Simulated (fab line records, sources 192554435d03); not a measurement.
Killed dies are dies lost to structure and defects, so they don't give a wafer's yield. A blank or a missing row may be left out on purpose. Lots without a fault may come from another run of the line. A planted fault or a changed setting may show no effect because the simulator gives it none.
Split-lot experiment | flow n5_finfet | 7 lots, 21 wafers read, on a route of 1938 steps

THE SPLIT
At N5_BEOL_M13_SPUTTER_43 (material TaN, target thk 15 nm, time 24.19 s), the setting time_s was moved away from the recipe's 24.19 s on 6 of the 21 wafers read, by -14.8% to -5.3%. The other wafers ran this setting at the recipe's value.

The reading is taken at the split's own step.

THE READING
TaN_of_BEOL_M13_SPUTTER_43.thk_nm (the simulator's own value, which no gauge read), in nm, at N5_BEOL_M13_SPUTTER_43 (material TaN, target thk 15 nm, time 24.19 s). The file gives no usual value for it. The 15 wafers here that ran the recipe average 15.1 nm, standard deviation 0.14 nm.

wafer  | tool, chamber at the split | time_s as run, s | against the recipe | TaN_of_BEOL_M13_SPUTTER_43.thk_nm, nm | against lot-mates on the recipe
L078.3 | pvd_sputter-02, -          | 24.19            | recipe             | 15                                    | -
L078.4 | pvd_sputter-02, -          | 24.19            | recipe             | 15.2                                  | -
L078.5 | pvd_sputter-02, -          | 24.19            | recipe             | 15.2                                  | -
L081.2 | pvd_sputter-03, -          | 20.61            | -14.8%             | 12.8                                  | -2.0
L081.4 | pvd_sputter-03, -          | 20.61            | -14.8%             | 12.8                                  | -2.0
L081.3 | pvd_sputter-03, -          | 24.19            | recipe             | 14.8                                  | -
L083.2 | pvd_sputter-03, -          | 24.19            | recipe             | 15.4                                  | -
L083.3 | pvd_sputter-03, -          | 24.19            | recipe             | 15                                    | -
L083.5 | pvd_sputter-03, -          | 20.67            | -14.6%             | 13.2                                  | -2.0
L087.3 | pvd_sputter-02, -          | 24.19            | recipe             | 15                                    | -
L087.5 | pvd_sputter-02, -          | 24.19            | recipe             | 15                                    | -
L087.4 | pvd_sputter-02, -          | 24.19            | recipe             | 15.2                                  | -
L092.1 | pvd_sputter-01, -          | 24.19            | recipe             | 15.2                                  | -
L092.3 | pvd_sputter-01, -          | 22.92            | -5.3%              | 14.2                                  | -1.0
L092.4 | pvd_sputter-01, -          | 22.92            | -5.3%              | 14.2                                  | -1.0
L096.2 | pvd_sputter-03, -          | 24.19            | recipe             | 15                                    | -
L096.6 | pvd_sputter-03, -          | 24.19            | recipe             | 15                                    | -
L096.5 | pvd_sputter-03, -          | 24.19            | recipe             | 15.2                                  | -
L097.1 | pvd_sputter-01, -          | 24.19            | recipe             | 15.2                                  | -
L097.2 | pvd_sputter-01, -          | 24.19            | recipe             | 15                                    | -
L097.6 | pvd_sputter-01, -          | 20.78            | -14.1%             | 12.8                                  | -2.3

THE FIT
A straight line over all 21 wafers: TaN_of_BEOL_M13_SPUTTER_43.thk_nm changes by +0.151 nm for each +1% of time_s; r = +0.99; the points scatter about the line by 0.15 nm.
The same after taking each lot's own level away (the mean of its wafers on the recipe; 21 wafers): +0.144 nm for each +1%; r = +0.99; scatter 0.15 nm.
On that fit, the largest move of time_s shifts the reading by 2.1 nm.
The lots' own levels span 14.80 to 15.20 nm, that is 2.8 times the standard deviation above.
So the lot-to-lot level changes the slope little: the two slopes agree.
Check: with one of the wafers moved furthest among these (-14.8%) left out of the fit, the line predicts -2.19 nm for it against its lot-mates. It came out at -2 nm against them.

OTHER SPLITS ON THESE WAFERS
These wafers also went through other splits before the reading. Each is held against what the fit with the lots' levels taken away leaves over:
other split on the same wafers    | wafers away from the commonest value | r with TaN_of_BEOL_M13_SPUTTER_43.thk_nm (lot level and that fit taken away)
N5_BEOL_M10_TRENCH_ETCH_37 bias_w | 9                                    | +0.48
N5_BEOL_M11_EXPOSE_25 dose_mj     | 6                                    | +0.14
N5_BEOL_M13_ETCH_59 time_s        | 9                                    | +0.44

THE FILE'S OWN FIT
TaN_of_BEOL_M13_SPUTTER_43.thk_nm changes by +0.147 nm for each +1% of time_s, r = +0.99.
